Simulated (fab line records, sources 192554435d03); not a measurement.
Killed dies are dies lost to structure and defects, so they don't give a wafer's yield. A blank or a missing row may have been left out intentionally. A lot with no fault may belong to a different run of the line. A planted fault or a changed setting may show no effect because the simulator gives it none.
What tool caused it? || flow n5Finfet || 12 lots, 34 wafers sampled, at 4 steps of a route of 1938

== WHAT THE GAUGES SHOWED, per wafer ==
N5_BEOL_M12_THK_MEAS_01. Usual: M12_ILD_THK 660 nm, standard deviation 10.
{"lot": "L374", "measured": "day 11 18:20", "on": "filmMetro-01", "M12_ILD_THK (nm)": "660 653 642", "flag": ""}
{"lot": "L375", "measured": "day 11 19:05", "on": "filmMetro-01", "M12_ILD_THK (nm)": "643 651 645", "flag": ""}
{"lot": "L377", "measured": "day 11 22:52", "on": "filmMetro-02", "M12_ILD_THK (nm)": "656 652 661", "flag": ""}
{"lot": "L379", "measured": "day 12 10:17", "on": "filmMetro-02", "M12_ILD_THK (nm)": "641 660 663", "flag": ""}
{"lot": "L378", "measured": "day 12 10:41", "on": "filmMetro-02", "M12_ILD_THK (nm)": "658 665 664", "flag": ""}
{"lot": "L380", "measured": "day 12 22:07", "on": "filmMetro-02", "M12_ILD_THK (nm)": "664 664 677", "flag": ""}
{"lot": "L384", "measured": "day 13 07:05", "on": "filmMetro-02", "M12_ILD_THK (nm)": "655 659 661", "flag": ""}
{"lot": "L383", "measured": "day 13 21:50", "on": "filmMetro-01", "M12_ILD_THK (nm)": "635 646 661", "flag": ""}
{"lot": "L385", "measured": "day 15 06:17", "on": "filmMetro-01", "M12_ILD_THK (nm)": "647 666 654", "flag": ""}
{"lot": "L387", "measured": "day 15 09:25", "on": "filmMetro-02", "M12_ILD_THK (nm)": 662, "flag": ""}
{"lot": "L395", "measured": "day 17 01:56", "on": "filmMetro-02", "M12_ILD_THK (nm)": "662 681 671", "flag": ""}
{"lot": "L396", "measured": "day 17 05:44", "on": "filmMetro-02", "M12_ILD_THK (nm)": "663 650 674", "flag": ""}

== WHICH TOOL RAN EACH LOT (tool, then ch and the chambers of the sampled wafers, then the start) ==
{"lot": "L374", "N5_BEOL_M11_CURE_72": "uvCure-02 ch 2, day 11 14:24", "N5_BEOL_M11_SURFACE_TREAT_76": "pvdSputter-01, day 11 15:24", "N5_BEOL_M12_ILD_DEP_00": "pecvd-02 ch 0,1,2, day 11 18:12"}
{"lot": "L375", "N5_BEOL_M11_CURE_72": "uvCure-01 ch 2, day 11 15:31", "N5_BEOL_M11_SURFACE_TREAT_76": "pvdSputter-03, day 11 17:47", "N5_BEOL_M12_ILD_DEP_00": "pecvd-02 ch 0,1,2, day 11 18:58"}
{"lot": "L377", "N5_BEOL_M11_CURE_72": "uvCure-01 ch 1, day 11 18:26", "N5_BEOL_M11_SURFACE_TREAT_76": "pvdSputter-03, day 11 19:18", "N5_BEOL_M12_ILD_DEP_00": "pecvd-03 ch 1,2, day 11 22:44"}
{"lot": "L379", "N5_BEOL_M11_CURE_72": "uvCure-02 ch 1, day 12 06:28", "N5_BEOL_M11_SURFACE_TREAT_76": "pvdSputter-03, day 12 07:05", "N5_BEOL_M12_ILD_DEP_00": "pecvd-02 ch 1,2, day 12 10:09"}
{"lot": "L378", "N5_BEOL_M11_CURE_72": "uvCure-01 ch 1, day 12 06:47", "N5_BEOL_M11_SURFACE_TREAT_76": "pvdSputter-03, day 12 09:04", "N5_BEOL_M12_ILD_DEP_00": "pecvd-02 ch 0,1, day 12 10:33"}
{"lot": "L380", "N5_BEOL_M11_CURE_72": "uvCure-03 ch 1, day 12 19:42", "N5_BEOL_M11_SURFACE_TREAT_76": "pvdSputter-01, day 12 20:33", "N5_BEOL_M12_ILD_DEP_00": "pecvd-03 ch 0,1,2, day 12 21:59"}
{"lot": "L384", "N5_BEOL_M11_CURE_72": "uvCure-03 ch 2, day 13 04:09", "N5_BEOL_M11_SURFACE_TREAT_76": "pvdSputter-01, day 13 05:20", "N5_BEOL_M12_ILD_DEP_00": "pecvd-02 ch 0,1, day 13 06:57"}
{"lot": "L383", "N5_BEOL_M11_CURE_72": "uvCure-03 ch 0, day 13 19:20", "N5_BEOL_M11_SURFACE_TREAT_76": "pvdSputter-02, day 13 20:28", "N5_BEOL_M12_ILD_DEP_00": "pecvd-02 ch 0,2, day 13 21:40"}
{"lot": "L385", "N5_BEOL_M11_CURE_72": "uvCure-01 ch 1, day 15 03:52", "N5_BEOL_M11_SURFACE_TREAT_76": "pvdSputter-01, day 15 04:56", "N5_BEOL_M12_ILD_DEP_00": "pecvd-02 ch 0,1,2, day 15 06:10"}
{"lot": "L387", "N5_BEOL_M11_CURE_72": "uvCure-03 ch 2, day 15 05:51", "N5_BEOL_M11_SURFACE_TREAT_76": "pvdSputter-01, day 15 07:55", "N5_BEOL_M12_ILD_DEP_00": "pecvd-02 ch 2, day 15 09:20"}
{"lot": "L395", "N5_BEOL_M11_CURE_72": "uvCure-03 ch 2, day 16 23:14", "N5_BEOL_M11_SURFACE_TREAT_76": "pvdSputter-02, day 17 00:06", "N5_BEOL_M12_ILD_DEP_00": "pecvd-03 ch 0,1, day 17 01:49"}
{"lot": "L396", "N5_BEOL_M11_CURE_72": "uvCure-01 ch 1, day 17 03:02", "N5_BEOL_M11_SURFACE_TREAT_76": "pvdSputter-01, day 17 04:01", "N5_BEOL_M12_ILD_DEP_00": "pecvd-03 ch 1,2, day 17 05:36"}
- N5_BEOL_M11_CURE_72: cures SiCOH lowk, time 120 s.
- N5_BEOL_M11_SURFACE_TREAT_76
- N5_BEOL_M12_ILD_DEP_00: deposits SiOC from DEMS/O2, target thk 658.92 nm, time 130.7 s.

== WHAT THE TOOLS THEMSELVES READ (means of the sampled wafers that have a number; where no wafer has one, the mark that the record gives instead) ==
N5_BEOL_M11_CURE_72. Usual: lampPowerPct 52.31 %, standard deviation 0.054; wafer_temp_C_max 371.8, standard deviation 0.51.
{"lot": "L374", "tool": "uvCure-02", "lampPowerPct (%)": 52.34, "wafer_temp_C_max": 371.8, "flag": ""}
{"lot": "L375", "tool": "uvCure-01", "lampPowerPct (%)": 52.31, "wafer_temp_C_max": 371.8, "flag": ""}
{"lot": "L377", "tool": "uvCure-01", "lampPowerPct (%)": 52.30, "wafer_temp_C_max": 371.3, "flag": ""}
{"lot": "L379", "tool": "uvCure-02", "lampPowerPct (%)": 52.28, "wafer_temp_C_max": 372.1, "flag": ""}
{"lot": "L378", "tool": "uvCure-01", "lampPowerPct (%)": 52.29, "wafer_temp_C_max": 371.6, "flag": ""}
{"lot": "L380", "tool": "uvCure-03", "lampPowerPct (%)": 52.35, "wafer_temp_C_max": 371.9, "flag": ""}
{"lot": "L384", "tool": "uvCure-03", "lampPowerPct (%)": 52.26, "wafer_temp_C_max": 372.3, "flag": ""}
{"lot": "L383", "tool": "uvCure-03", "lampPowerPct (%)": 52.28, "wafer_temp_C_max": 371.7, "flag": ""}
{"lot": "L385", "tool": "uvCure-01", "lampPowerPct (%)": 52.35, "wafer_temp_C_max": 371.0, "flag": ""}
{"lot": "L387", "tool": "uvCure-03", "lampPowerPct (%)": 52.40, "wafer_temp_C_max": 372.1, "flag": ""}
{"lot": "L395", "tool": "uvCure-03", "lampPowerPct (%)": 52.31, "wafer_temp_C_max": 372.4, "flag": ""}
{"lot": "L396", "tool": "uvCure-01", "lampPowerPct (%)": 52.30, "wafer_temp_C_max": 371.3, "flag": ""}

N5_BEOL_M12_ILD_DEP_00. Usual: chamberPressureTorr 5.000 Torr, standard deviation 0.01; heaterPowerW 469 W, standard deviation 58; showerheadPlenumPTorr 5.689 Torr, standard deviation 0.014; susceptorTempC 350.00 C, standard deviation 0.19; throttleValvePct 11.9 %, standard deviation 0.9.
{"lot": "L374", "tool": "pecvd-02", "chamberPressureTorr (Torr)": 5.008, "heaterPowerW (W)": 457, "showerheadPlenumPTorr (Torr)": 5.682, "susceptorTempC (C)": 350.01, "throttleValvePct (%)": 11.8, "flag": ""}
{"lot": "L375", "tool": "pecvd-02", "chamberPressureTorr (Torr)": 5.006, "heaterPowerW (W)": 465, "showerheadPlenumPTorr (Torr)": 5.684, "susceptorTempC (C)": 350.10, "throttleValvePct (%)": 11.9, "flag": ""}
{"lot": "L377", "tool": "pecvd-03", "chamberPressureTorr (Torr)": 4.998, "heaterPowerW (W)": 462, "showerheadPlenumPTorr (Torr)": 5.698, "susceptorTempC (C)": 350.18, "throttleValvePct (%)": 12.5, "flag": ""}
{"lot": "L379", "tool": "pecvd-02", "chamberPressureTorr (Torr)": 5.004, "heaterPowerW (W)": 442, "showerheadPlenumPTorr (Torr)": 5.690, "susceptorTempC (C)": 349.78, "throttleValvePct (%)": 11.7, "flag": ""}
{"lot": "L378", "tool": "pecvd-02", "chamberPressureTorr (Torr)": 4.992, "heaterPowerW (W)": 438, "showerheadPlenumPTorr (Torr)": 5.683, "susceptorTempC (C)": 350.06, "throttleValvePct (%)": 12.4, "flag": ""}
{"lot": "L380", "tool": "pecvd-03", "chamberPressureTorr (Torr)": 5.003, "heaterPowerW (W)": 495, "showerheadPlenumPTorr (Torr)": 5.694, "susceptorTempC (C)": 350.10, "throttleValvePct (%)": 12.2, "flag": ""}
{"lot": "L384", "tool": "pecvd-02", "chamberPressureTorr (Torr)": 4.994, "heaterPowerW (W)": 449, "showerheadPlenumPTorr (Torr)": 5.682, "susceptorTempC (C)": 349.98, "throttleValvePct (%)": 12.3, "flag": ""}
{"lot": "L383", "tool": "pecvd-02", "chamberPressureTorr (Torr)": 5.004, "heaterPowerW (W)": 484, "showerheadPlenumPTorr (Torr)": 5.683, "susceptorTempC (C)": 352.74, "throttleValvePct (%)": 11.2, "flag": "OFF"}
{"lot": "L385", "tool": "pecvd-02", "chamberPressureTorr (Torr)": 5.000, "heaterPowerW (W)": 455, "showerheadPlenumPTorr (Torr)": 5.677, "susceptorTempC (C)": 351.18, "throttleValvePct (%)": 12.0, "flag": "OFF"}
{"lot": "L387", "tool": "pecvd-02", "chamberPressureTorr (Torr)": 4.992, "heaterPowerW (W)": 487, "showerheadPlenumPTorr (Torr)": 5.689, "susceptorTempC (C)": 350.06, "throttleValvePct (%)": 11.4, "flag": ""}
{"lot": "L395", "tool": "pecvd-03", "chamberPressureTorr (Torr)": 4.995, "heaterPowerW (W)": 499, "showerheadPlenumPTorr (Torr)": 5.688, "susceptorTempC (C)": 350.14, "throttleValvePct (%)": 12.9, "flag": ""}
{"lot": "L396", "tool": "pecvd-03", "chamberPressureTorr (Torr)": 4.988, "heaterPowerW (W)": 442, "showerheadPlenumPTorr (Torr)": 5.700, "susceptorTempC (C)": 350.01, "throttleValvePct (%)": 12.6, "flag": ""}

== THE ANSWER, worked out from the rows above alone ==
Rule: a lot is off if the mean of its wafers that have a number lies more than 3 standard deviations from the usual mean. A lot without any number at a reading at which 4 lots or more have one is off too. The other lots that the step has rows for count as sound. Order of review: gauges by route order, followed by the tools' own readings, for which a lot's mean as printed above is used. At the first step where some lot is off, the reading lying furthest off is the one used; lots without a number count as furthest.
Off: L383, L385 (N5_BEOL_M12_ILD_DEP_00, susceptorTempC).
If a tool, at that step or one of the process steps before it, ran each lot that is off and ran no sound lot following the first of them, it fits. Of those tried, none fits.

== WHAT HAD BEEN PUT IN BY THE SIMULATOR ==
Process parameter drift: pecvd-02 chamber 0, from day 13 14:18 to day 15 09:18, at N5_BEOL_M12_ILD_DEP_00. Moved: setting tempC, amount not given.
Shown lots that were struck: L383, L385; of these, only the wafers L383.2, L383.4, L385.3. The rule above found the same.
